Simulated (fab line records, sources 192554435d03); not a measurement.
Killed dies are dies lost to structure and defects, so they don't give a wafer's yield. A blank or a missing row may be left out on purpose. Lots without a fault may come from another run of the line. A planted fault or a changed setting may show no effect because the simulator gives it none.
Problem report in the 8D (eight disciplines) form, filled by code | flow n5_finfet | the parts of the form that need people (team, actions taken, sign-off) are left out

1. THE PROBLEM
raw_defect_count at N5_SD_EPI_P_INSPECT_26 reads a mean of 580 on 6 wafers of 2 lots; wafers without a fault read 177 with a standard deviation of 34. That is +12 standard deviations from the usual mean.
The step: inspects for defects (darkfield).
First seen on wafer L364.1, day 7 17:08, on defect_inspect-02. The record holds 27 wafers of 9 lots with a number at this step. Rule for "out", or "out of limits": more than 4 standard deviations from the usual mean. The other wafers with a number count as sound.

2. WHAT IT IS AND WHAT IT IS NOT
question                    | is                                   | is not
which readings at this step | raw_defect_count                     | -
which lots                  | L364, L365                           | L347, L348, L352, L355, L356, L368, L369
which wafers of those lots  | all that have a number               | -
read on which gauges        | defect_inspect-01, defect_inspect-02 | -
when                        | from day 7 17:08                     | up to then (15 sound wafers); but 6 sound wafers of L368, L369 came after

3. SUSPECTS, AND WHAT RULES EACH OUT
Counting: a tool at a process step up to the reading stays a suspect if it ran every lot that is out and no sound lot after the first of them.
- the gauge at N5_SD_EPI_P_INSPECT_26: ruled out. The wafers that are out were read on 2 gauges (defect_inspect-01, defect_inspect-02).
- rie_si-05 at N5_SD_EPI_P_SD_RECESS_17 (chemistry HBr/Cl2/O2, target depth 39.1 nm, bt time 3 s): kept. It ran every lot that is out, first L364 (day 7 12:41), and no sound lot after that; its last sound lot up to then is L356 (day 5 15:00).
Left after counting: rie_si-05 at N5_SD_EPI_P_SD_RECESS_17.

4. THE CAUSE (what the simulator had put in)
Chamber particle source: rie_si-05, from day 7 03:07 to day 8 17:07, at N5_SD_EPI_P_SD_RECESS_17. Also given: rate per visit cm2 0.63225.
Counting left only this tool.

5. THE CHAIN OF EFFECTS, in route order
Each row: a reading whose mean over the struck wafers that have a number lies more than 3 standard deviations from the usual. Only readings for which the record gives a usual standard deviation are gone through. hours: the time from each lot's start at the first step in this table that gives one to its start at this step, as a median over the lots. sigmas: the change in usual standard deviations.
hours | step                    | reading              | usual  | on struck wafers | change | sigmas
0     | N5_SD_EPI_P_INSPECT_26  | raw_defect_count     | 177    | 580              | +403   | +12
215   | N5_PASSIVATION_PROBE_49 | defect_limited_yield | 91.2 % | 83.6             | -7.6   | -4.7
215   | N5_PASSIVATION_PROBE_49 | killed_at_front_end  | 38     | 134              | +96    | +8.0
215   | N5_PASSIVATION_PROBE_49 | killed_dies          | 104    | 193              | +89    | +4.7
215   | N5_PASSIVATION_PROBE_49 | sort_bin_5_function  | 5.2 %  | 10.6             | +5.4   | +5.5
215   | N5_PASSIVATION_PROBE_49 | sort_n_pass          | 1076   | 987              | -89    | -4.7
215   | N5_PASSIVATION_PROBE_49 | sort_yield_pct       | 91.2 % | 83.6             | -7.6   | -4.7
The process steps in it:
- N5_PASSIVATION_PROBE_49
Later measuring or inspecting steps at which every struck wafer that the step has a row for has a number for every such reading, and none has moved that far: N5_BEOL_M4_RC_MEAS_101.

6. WHAT WOULD HAVE CAUGHT IT SOONER
In this record the first reading out of limits at a measuring or inspecting step was taken at day 7 17:08, 14 hours after the fault began at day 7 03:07.
Of the tool readings at N5_SD_EPI_P_SD_RECESS_17 for which the record gives a usual standard deviation, none was out on any struck wafer, so an alarm limit of 4 standard deviations on them would not have fired.
Of the lots that are out (2), L365 began N5_SD_EPI_P_SD_RECESS_17 on rie_si-05 after day 7 17:08. A hold on the tool at that time would have spared it.
